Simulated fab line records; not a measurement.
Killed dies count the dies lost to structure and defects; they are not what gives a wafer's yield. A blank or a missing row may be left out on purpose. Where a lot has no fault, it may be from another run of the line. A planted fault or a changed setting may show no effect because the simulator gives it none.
Matching of chambers | flow n5-finfet | 4 sister chambers for N5_BEOL_M9_ETCH_62 on rie-diel-04
The step etches SOC in N2/H2, target depth 110 nm, overetch 22 nm, time 165 s. 14 wafers are shown with their chamber, then 6 later ones without.

## WAFERS PAIRED WITH THEIR CHAMBERS
wafer  | chamber | showerhead-plenum-p-Torr (Torr) | drypump-motor-current-A (A) | rf-vpp-V (V)
L907.3 | 1       | 2.50                            | 5.0                         | 524.2
L907.5 | 2       | 2.41                            | 5.7                         | 520.8
L918.1 | 3       | 2.62                            | 5.4                         | 525.8
L918.2 | 2       | 2.40                            | 5.7                         | 519.6
L918.5 | 1       | 2.49                            | 5.0                         | 522.4
L923.1 | 2       | 2.40                            | 5.7                         | 520.7
L923.2 | 1       | 2.49                            | 5.0                         | 523.1
L923.5 | 0       | 2.46                            | 5.7                         | 521.9
L922.2 | 2       | 2.40                            | 5.7                         | 519.7
L922.5 | 0       | 2.46                            | 5.6                         | 520.9
L922.6 | 1       | 2.49                            | 5.0                         | 523.1
L926.1 | 3       | 2.62                            | 5.4                         | 525.0
L926.4 | 0       | 2.46                            | 5.7                         | 520.1
L926.6 | 2       | 2.40                            | 5.7                         | 520.4

SIGNATURES, as means of the wafers listed above
reading                  | chamber 0 | chamber 1 | chamber 2 | chamber 3 | scatter within a chamber
showerhead-plenum-p-Torr | 2.4600    | 2.4925    | 2.4020    | 2.6200    | 0.00394
drypump-motor-current-A  | 5.667     | 5.000     | 5.700     | 5.400     | 0.0258
rf-vpp-V                 | 520.967   | 523.200   | 520.240   | 525.400   | 0.697
Rule: distance of a wafer from a chamber = root of the sum over the readings of ((wafer's reading minus chamber's mean) / reading's scatter) squared. The wafer belongs to the nearest chamber; if the next one is less than 2 further off, it can't be placed. The scatter: the root of (the sum of the squares of (reading less its chamber's mean) over the shown wafers, divided by (wafers less chambers)).

## WAFERS WITH NO CHAMBER GIVEN
wafer  | showerhead-plenum-p-Torr (Torr) | drypump-motor-current-A (A) | rf-vpp-V (V)
L927.2 | 2.49                            | 5.0                         | 524.0
L927.3 | 2.46                            | 5.6                         | 521.3
L927.4 | 2.62                            | 5.4                         | 525.9
L928.1 | 2.40                            | 5.7                         | 521.1
L928.3 | 2.49                            | 5.0                         | 521.2
L928.6 | 2.46                            | 5.6                         | 521.3

## WHICH CHAMBER EACH ONE RAN IN
wafer  | from the rows above | in truth
L927.2 | 1                   | 1
L927.3 | 0                   | 0
L927.4 | 3                   | 3
L928.1 | 2                   | 2
L928.3 | 1                   | 1
L928.6 | 0                   | 0
Correct placement for 6 of the 6. Number that these rows cannot place: 0. Number placed wrongly: 0.
